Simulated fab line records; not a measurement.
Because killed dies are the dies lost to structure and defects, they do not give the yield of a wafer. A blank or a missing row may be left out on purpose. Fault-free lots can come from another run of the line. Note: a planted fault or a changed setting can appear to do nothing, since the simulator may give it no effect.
fab line records + flow nand-harc
record
- lots=6
- wafers=18
- last-day=24
route steps=1159 shown A_STAIRCASE@743 A_SGD_CUT@747
lots untouched by any fault: they come from a run of this same line in which no faults occurred
start-h: the number of hours between the record's first day and the start of the first shown wafer of the lot + wait-h: time in hours since the lot's previous step + " as in the row above + L1.1+2: a row that stands for several wafers + - no value present, or no start provided + * or withheld: withheld + < > ~ a bound
route shown NAME@n: NAME is a module with steps in the file, n the number in the route of the first one + usual: mean/standard deviation taken from wafers without a fault + same: alike in all rows + chamber/n: place in a boat + sites: each site's reading + _std_site: standard deviation of those values + _edge_site: outer sites' mean less inner sites' + radius-mm: how far each site lies from the wafer's centre + mask NAME#n: copy n + behind: tool/chamber where the wafer was last shaped + hold: the reason the lot was held/the length of the hold in hours/how it ended + device: the n, p or np transistor that did not switch + end of line: the tests these same wafers got at the end of their route + a step with no rows: only its recipe + killed: dies lost to structure and defects at the first sort, not the wafer's yield + map: a wafer's dies, x killed, . not, _ none there
set.NAME: the setting that was run; set.NAME@STEP: the one run at that earlier step + model.NAME: the simulator's own value behind a step, which no gauge read
lots at some steps of the route; a table a step, a row a wafer
services: the hour from which a tool's chamber was out of use, counted from the record's first day as start-h (under 0 if before that day), plus the number of hours and why
## steps
# step NHARC_A_STAIRCASE_CMP_472
# recipe
- material=SiO2
# usual
- motor-current-A=11.9/1.5
| lot.wafer | tool   | chamber | start-h | wait-h | motor-current-A |
|-----------|--------|---------|---------|--------|-----------------|
| L111.3    | cmp-04 | 3       | 316.63  | 0.2    | 11.7            |
| L111.1    | "      | 0       | "       | "      | 13.5            |
| L111.5    | "      | 0       | "       | "      | 13.2            |
| L118.1    | cmp-01 | 1       | 356.32  | 0.3    | 12.0            |
| L118.4    | "      | 2       | "       | "      | 10.3            |
| L118.6    | "      | 3       | "       | "      | 10.9            |
| L120.3    | cmp-02 | 1       | 377.50  | 0.2    | 11.9            |
| L120.6    | "      | 3       | "       | "      | 11.2            |
| L120.5    | "      | 0       | "       | "      | 9.7             |
| L126.1    | cmp-01 | 3       | 414.23  | 0.3    | 11.4            |
| L126.5    | "      | 3       | "       | "      | 12.2            |
| L126.6    | "      | 0       | "       | "      | 13.9            |
| L127.2    | cmp-02 | 0       | 414.46  | 0.2    | 10.4            |
| L127.1    | "      | 1       | "       | "      | 12.1            |
| L127.5    | "      | 1       | "       | "      | 12.2            |
| L132.3    | cmp-02 | 0       | 441.65  | 0.2    | 10.2            |
| L132.2    | "      | 1       | "       | "      | 12.3            |
| L132.5    | "      | 1       | "       | "      | 12.3            |
# step NHARC_A_STAIRCASE_SRD_474
# step NHARC_A_STAIRCASE_INSPECT_155
# usual
- raw-defect-count=371/140
| lot.wafer | tool              | chamber | start-h | wait-h | raw-defect-count |
|-----------|-------------------|---------|---------|--------|------------------|
| L111.1    | defect-inspect-02 | -       | 316.98  | 0.1    | 246              |
| L111.3    | "                 | -       | "       | "      | 217              |
| L111.5    | "                 | -       | "       | "      | 253              |
| L118.1    | defect-inspect-02 | -       | 356.62  | 0.1    | 264              |
| L118.4    | "                 | -       | "       | "      | 502              |
| L118.6    | "                 | -       | "       | "      | 299              |
| L120.3    | defect-inspect-02 | -       | 377.80  | 0.1    | 233              |
| L120.5    | "                 | -       | "       | "      | 267              |
| L120.6    | "                 | -       | "       | "      | 248              |
| L126.1    | defect-inspect-01 | -       | 414.57  | 0.1    | 305              |
| L126.5    | "                 | -       | "       | "      | 364              |
| L126.6    | "                 | -       | "       | "      | 457              |
| L127.1    | defect-inspect-01 | -       | 414.82  | 0.1    | 430              |
| L127.2    | "                 | -       | "       | "      | 407              |
| L127.5    | "                 | -       | "       | "      | 437              |
| L132.2    | defect-inspect-02 | -       | 441.99  | 0.1    | 569              |
| L132.3    | "                 | -       | "       | "      | 349              |
| L132.5    | "                 | -       | "       | "      | 600              |
# step NHARC_A_SGD_CUT_DEP_00
# recipe
- target-thk-a=500
- temp-c=400
- target-thk-nm=50
- flow-sccm=200
- rf-w=450
- material=SiNx
# usual
- heater-power-w=691/96
| lot.wafer | tool     | chamber | start-h | wait-h | heater-power-w |
|-----------|----------|---------|---------|--------|----------------|
| L111.3    | pecvd-04 | 0       | 317.05  | 0.1    | 728            |
| L111.1    | "        | 2       | "       | "      | 791            |
| L111.5    | "        | 0       | "       | "      | 760            |
| L118.1    | pecvd-04 | 1       | 356.71  | 0.1    | 790            |
| L118.6    | "        | 0       | "       | "      | 839            |
| L118.4    | "        | 2       | "       | "      | 786            |
| L120.3    | pecvd-01 | 1       | 377.87  | 0.1    | 701            |
| L120.6    | "        | 1       | "       | "      | 707            |
| L120.5    | "        | 0       | "       | "      | 747            |
| L126.1    | pecvd-03 | 2       | 414.68  | 0.1    | 526            |
| L126.6    | "        | 0       | "       | "      | 586            |
| L126.5    | "        | 2       | "       | "      | 524            |
| L127.2    | pecvd-01 | 0       | 414.89  | 0.1    | 775            |
| L127.1    | "        | 1       | "       | "      | 669            |
| L127.5    | "        | 2       | "       | "      | 572            |
| L132.2    | pecvd-03 | 2       | 442.05  | 0.1    | 531            |
| L132.3    | "        | 1       | "       | "      | 587            |
| L132.5    | "        | 0       | "       | "      | 512            |
# step NHARC_A_SGD_CUT_DEHYDRATE_01
# recipe
- temp-c=150
- time-s=120
# step NHARC_A_SGD_CUT_HMDS_02
# recipe
- time-s=30
# step NHARC_A_SGD_CUT_COAT_56
# recipe
- temp-c=260
- time-s=75
# step NHARC_A_SGD_CUT_COAT_57
# recipe
- temp-c=225
- time-s=65
# step NHARC_A_SGD_CUT_COAT_03
# recipe
- spin-rpm=1500
- resist-thk-nm=90
# step NHARC_A_SGD_CUT_SOFTBAKE_04
# recipe
- temp-c=105
- time-s=55
# step NHARC_A_SGD_CUT_EBR_05
# step NHARC_A_SGD_CUT_EXPOSE_06
# recipe
- na=1.35
- dose-mj=85.59
- mask-id=SGD
# usual
- exposure-dose-mJ-cm2=85.53/0.094
- focus-offset-nm=0.0/0.56
| lot.wafer | tool            | chamber | start-h | wait-h | mask  | exposure-dose-mJ-cm2 | focus-offset-nm |
|-----------|-----------------|---------|---------|--------|-------|----------------------|-----------------|
| L111.1    | arfi-scanner-03 | 0       | 317.64  | -      | SGD#0 | 85.65                | -1.4            |
| L111.3    | "               | 0       | "       | "      | SGD#0 | 85.61                | -0.3            |
| L111.5    | "               | 0       | "       | "      | SGD#0 | 85.61                | -0.3            |
| L118.1    | arfi-scanner-01 | 0       | 357.27  | -      | SGD#0 | 85.59                | -0.6            |
| L118.4    | "               | 0       | "       | "      | SGD#0 | 85.61                | 0.0             |
| L118.6    | "               | 0       | "       | "      | SGD#0 | 85.54                | 0.2             |
| L120.3    | arfi-scanner-02 | 0       | 378.46  | -      | SGD#0 | 85.42                | -0.5            |
| L120.5    | "               | 0       | "       | "      | SGD#0 | 85.53                | 0.5             |
| L120.6    | "               | 0       | "       | "      | SGD#0 | 85.44                | 0.2             |
| L126.1    | arfi-scanner-02 | -       | 415.30  | -      | SGD#0 | -                    | -               |
| L126.5    | "               | -       | "       | "      | SGD#0 | -                    | -               |
| L126.6    | "               | -       | "       | "      | SGD#0 | -                    | -               |
| L127.1    | arfi-scanner-01 | -       | 415.47  | -      | SGD#0 | -                    | -               |
| L127.2    | "               | -       | "       | "      | SGD#0 | -                    | -               |
| L127.5    | "               | -       | "       | "      | SGD#0 | -                    | -               |
| L132.2    | arfi-scanner-01 | 0       | 442.64  | -      | SGD#0 | 85.65                | -0.4            |
| L132.3    | "               | 0       | "       | "      | SGD#0 | 85.57                | -0.6            |
| L132.5    | "               | 0       | "       | "      | SGD#0 | 85.68                | -0.8            |
# step NHARC_A_SGD_CUT_PEB_07
# recipe
- peb-temp-c=100
- peb-time-s=65
## services
| tool            | chamber | start-h | hours | kind   |
|-----------------|---------|---------|-------|--------|
| cmp-04          | -       | 301.14  | 4.0   | pm     |
| pecvd-03        | 1       | 303.99  | 7.2   | repair |
| arfi-scanner-03 | -       | 312.00  | 4.0   | pm     |
| cmp-02          | -       | 324.56  | 4.0   | pm     |
| pecvd-03        | 2       | 328.95  | 7.5   | repair |
| arfi-scanner-03 | -       | 330.07  | 0.5   | repair |
| cmp-04          | -       | 360.20  | 3.5   | repair |
| cmp-04          | -       | 365.16  | 0.5   | repair |
| arfi-scanner-01 | -       | 368.00  | 4.0   | pm     |
| cmp-01          | -       | 375.50  | 4.0   | pm     |
| pecvd-04        | -       | 376.33  | 13.0  | pm     |
| cmp-01          | -       | 385.68  | 0.8   | repair |
| arfi-scanner-03 | -       | 390.61  | 3.9   | repair |
| cmp-01          | -       | 394.23  | 0.4   | repair |
| cmp-04          | -       | 399.14  | 4.0   | pm     |
| arfi-scanner-02 | -       | 402.51  | 0.8   | repair |
| pecvd-01        | 0       | 405.87  | 5.1   | repair |
| pecvd-03        | 1       | 411.13  | 9.1   | repair |
| pecvd-01        | -       | 418.22  | 13.0  | pm     |
| cmp-02          | -       | 422.56  | 4.0   | pm     |
| pecvd-04        | 0       | 425.86  | 6.0   | repair |
| arfi-scanner-02 | -       | 428.00  | 4.0   | pm     |
| arfi-scanner-02 | -       | 435.59  | 2.7   | repair |
| pecvd-01        | 2       | 440.47  | 18.8  | repair |
## key
first-sign
- step=NHARC_A_SGD_CUT_EXPOSE_06
- reading=tool-record
- direction=missing
effect none on later readings
met-at NHARC_A_SGD_CUT_EXPOSE_06
struck-wafers L126.1,L126.5,L126.6,L127.1,L127.2,L127.5
later-rows-left-out L126.1,L126.5,L126.6,L127.1,L127.2,L127.5
sort-left-out L126.1,L126.5,L126.6,L127.1,L127.2,L127.5
tester-left-out L126,L127
onset-between 378.46 415.30
fault
- kind=skipped-step-whole
- tool=arfi-scanner-01,arfi-scanner-02
- chamber=-
- onset-h=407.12
- steps=NHARC_A_SGD_CUT_EXPOSE_06
- scope=struck-lots-only
# tester-left-out: of these lots the tester's yield and bins aren't shown, on N5 and GAA mostly nor the transistor test; their killed dies are dies lost to structure and defects alone, not to doping, threshold or leakage, so they don't give the yield
# sort-left-out: the simulated sort isn't trusted on such a fault, so these wafers' sort isn't shown, and their yield isn't known
# later-rows-left-out: the simulator's readings of these wafers behind a module that went badly wrong aren't trusted and aren't shown, but for the sort
